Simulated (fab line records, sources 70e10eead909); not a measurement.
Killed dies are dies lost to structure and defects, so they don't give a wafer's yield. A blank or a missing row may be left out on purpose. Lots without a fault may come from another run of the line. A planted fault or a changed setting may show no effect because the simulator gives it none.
Which tool did it? | flow nand_harc | 21 lots, 63 wafers sampled, at 3 steps of a route of 1302

WHAT THE GAUGES READ, wafer by wafer
NHARC_A_CHANNEL_HOLE_D2_INSPECT_12.
lot  | measured     | on                | raw_defect_count
L075 | day 13 08:17 | defect_inspect-02 | 5 5 6
L074 | day 13 07:46 | defect_inspect-02 | 61 67 60
L076 | day 13 17:16 | defect_inspect-02 | 5 7 5
L077 | day 14 07:13 | defect_inspect-02 | 6 2 4
L078 | day 14 18:25 | defect_inspect-01 | 10 7 8
L079 | day 14 18:42 | defect_inspect-01 | 41 60 47
L081 | day 15 16:01 | defect_inspect-01 | 51 52 60
L080 | day 15 17:07 | defect_inspect-02 | 7 10 13
L082 | day 17 00:58 | defect_inspect-02 | 48 59 68
L083 | day 17 02:28 | defect_inspect-02 | 7 11 8
L084 | day 17 05:39 | defect_inspect-02 | 7 10 9
L086 | day 18 11:14 | defect_inspect-02 | 56 56 52
L087 | day 19 00:10 | defect_inspect-02 | 7 11 17
L088 | day 19 00:21 | defect_inspect-01 | 52 62 72
L089 | day 19 02:10 | defect_inspect-02 | 50 59 59
L090 | day 19 16:19 | defect_inspect-02 | 51 63 40
L091 | day 20 07:11 | defect_inspect-02 | 49 56 53
L092 | day 20 20:25 | defect_inspect-01 | 63 48 43
L094 | day 21 07:31 | defect_inspect-01 | 22 25 23
L095 | day 22 00:22 | defect_inspect-01 | 24 27 25
L096 | day 22 10:02 | defect_inspect-01 | 8 9 4

WHICH TOOL RAN EACH LOT (tool, then ch and the chambers of the sampled wafers, then the start)
lot  | NHARC_A_CHANNEL_FILL_D1_ALD_25   | NHARC_A_DECK1_JOINT_ETCHBACK_00
L075 | ald_hk-04 ch 1,2,3, day 10 17:44 | rie_si-02 ch 0,1,3, day 11 16:14
L074 | ald_hk-01 ch 1,3, day 10 17:46   | rie_si-05 ch 0,3, day 11 16:11
L076 | ald_hk-04 ch 0,1, day 11 04:44   | rie_si-05 ch 0,1, day 12 03:10
L077 | ald_hk-03 ch 0,1,3, day 11 18:44 | rie_si-05 ch 0,2, day 12 16:03
L078 | ald_hk-01 ch 1,2,3, day 12 03:40 | rie_si-02 ch 1,3, day 13 01:54
L079 | ald_hk-03 ch 0,1,2, day 12 04:52 | rie_si-04 ch 0,1, day 13 01:53
L081 | ald_hk-03 ch 0,1,3, day 13 00:00 | rie_si-02 ch 0,2, day 13 22:37
L080 | ald_hk-01 ch 0,1,2, day 13 02:28 | rie_si-05 ch 2,3, day 14 02:08
L082 | ald_hk-03 ch 0,1, day 14 07:46   | rie_si-05 ch 0,2,3, day 15 06:05
L083 | ald_hk-04 ch 0,1, day 14 07:47   | rie_si-02 ch 2,3, day 15 06:05
L084 | ald_hk-04 ch 0,1,2, day 14 17:07 | rie_si-04 ch 0,1,3, day 15 15:49
L086 | ald_hk-01 ch 0,3, day 15 16:02   | rie_si-04 ch 0,1,2, day 16 16:32
L087 | ald_hk-01 ch 0,1, day 16 07:20   | rie_si-02 ch 0,3, day 17 05:38
L088 | ald_hk-04 ch 0,1,3, day 16 09:10 | rie_si-04 ch 0,1, day 17 05:38
L089 | ald_hk-01 ch 0,1,2, day 16 11:38 | rie_si-04 ch 0,1,3, day 17 09:29
L090 | ald_hk-04 ch 0,1, day 17 00:05   | rie_si-05 ch 0,1, day 17 22:37
L091 | ald_hk-01 ch 0,1,2, day 17 13:46 | rie_si-05 ch 2,3, day 18 12:48
L092 | ald_hk-04 ch 1,2,3, day 18 00:45 | rie_si-02 ch 0,1, day 18 22:12
L094 | ald_hk-04 ch 0,2, day 18 17:19   | rie_si-05 ch 0,1,2, day 19 14:56
L095 | ald_hk-01 ch 0,1,2, day 19 05:21 | rie_si-05 ch 0,1,3, day 20 03:42
L096 | ald_hk-01 ch 1,2,3, day 19 09:41 | rie_si-05 ch 0,2,3, day 20 08:07
- NHARC_A_CHANNEL_FILL_D1_ALD_25: deposits SiOx, target thk 60 nm, pulse time 10 s, ald cycles 600.
- NHARC_A_DECK1_JOINT_ETCHBACK_00: etches the open film in HBr, target depth 30 nm, time 17.4 s.

WHAT THE TOOLS THEMSELVES READ (means of the sampled wafers that have a number; where no wafer has one, the mark that the record gives instead)
NHARC_A_CHANNEL_FILL_D1_ALD_25.
lot  | tool      | heater_power_w (W) | precursor_pulse_height_rel
L075 | ald_hk-04 | 438                | 0.990
L074 | ald_hk-01 | 407                | 0.991
L076 | ald_hk-04 | 473                | 0.992
L077 | ald_hk-03 | 462                | 1.011
L078 | ald_hk-01 | 413                | 0.999
L079 | ald_hk-03 | 475                | 1.010
L081 | ald_hk-03 | 461                | 1.026
L080 | ald_hk-01 | 443                | 0.980
L082 | ald_hk-03 | 487                | 0.976
L083 | ald_hk-04 | 476                | 0.997
L084 | ald_hk-04 | 452                | 1.003
L086 | ald_hk-01 | 484                | 0.988
L087 | ald_hk-01 | 482                | 0.987
L088 | ald_hk-04 | 455                | 1.015
L089 | ald_hk-01 | 448                | 1.008
L090 | ald_hk-04 | 432                | 1.011
L091 | ald_hk-01 | 453                | 0.994
L092 | ald_hk-04 | 432                | 0.997
L094 | ald_hk-04 | 494                | 0.994
L095 | ald_hk-01 | 452                | 1.000
L096 | ald_hk-01 | 435                | 1.010

NHARC_A_DECK1_JOINT_ETCHBACK_00.
lot  | tool      | bias_w (W) | drypump_motor_current_A (A) | oes_product_au (a.u.) | rf_fwd_power_W (W) | throttle_valve_pct (%)
L075 | rie_si-02 | 60.03      | 5.6                         | 0.990                 | 344.5              | 23.261
L074 | rie_si-05 | 60.05      | 5.8                         | 0.993                 | 343.4              | 23.266
L076 | rie_si-05 | 60.02      | 6.2                         | 0.994                 | 344.1              | 23.265
L077 | rie_si-05 | 60.07      | 5.9                         | 0.999                 | 343.1              | 23.267
L078 | rie_si-02 | 60.04      | 5.6                         | 0.999                 | 345.4              | 23.278
L079 | rie_si-04 | 60.08      | 6.4                         | 0.990                 | 345.4              | 23.262
L081 | rie_si-02 | 59.69      | 5.2                         | 0.997                 | 341.2              | 23.264
L080 | rie_si-05 | 60.01      | 5.6                         | 0.981                 | 343.6              | 23.273
L082 | rie_si-05 | 60.04      | 5.8                         | 1.002                 | 342.5              | 23.269
L083 | rie_si-02 | 60.25      | 5.1                         | 0.994                 | 341.5              | 23.254
L084 | rie_si-04 | 59.97      | 6.1                         | 0.998                 | 344.9              | 23.270
L086 | rie_si-04 | 60.01      | 6.2                         | 1.003                 | 343.4              | 23.263
L087 | rie_si-02 | 59.95      | 5.6                         | 0.997                 | 344.9              | 23.258
L088 | rie_si-04 | 60.04      | 6.2                         | 1.006                 | 344.1              | 23.267
L089 | rie_si-04 | 60.06      | 6.1                         | 0.992                 | 342.5              | 23.269
L090 | rie_si-05 | 60.01      | 6.2                         | 1.008                 | 343.6              | 23.265
L091 | rie_si-05 | 60.08      | 5.7                         | 0.999                 | 341.1              | 23.270
L092 | rie_si-02 | 60.04      | 5.6                         | 1.000                 | 343.8              | 23.278
L094 | rie_si-05 | 60.03      | 6.0                         | 1.006                 | 343.9              | 23.266
L095 | rie_si-05 | 59.84      | 6.0                         | 1.001                 | 344.2              | 23.272
L096 | rie_si-05 | 60.04      | 5.8                         | 1.004                 | 343.6              | 23.267

THE ANSWER, worked out from the rows above alone
Rule: what is usual is taken from the lots themselves. Put in order of their means at a reading, lots are off if they are a third of the lots or fewer, leave a main group of 4 or more, and stand apart from it by a gap of 3 or more times the standard deviation of the main group's means; of several such gaps the widest counts. A main group whose means are all the same, to the digits that the tables above print for the reading, isn't used. A lot without any number at a reading at which 4 lots or more have one is off too. The other lots that the step has rows for count as sound. The gauges are gone through in route order, then the tools' own readings, and for those a lot's mean is taken as printed above. The first step at which some lot is off is used, and at that step the reading that is off furthest; a lot without a number counts as furthest.
No lot is off at any reading shown: from this, nothing can be told.

WHAT THE SIMULATOR HAD PUT IN
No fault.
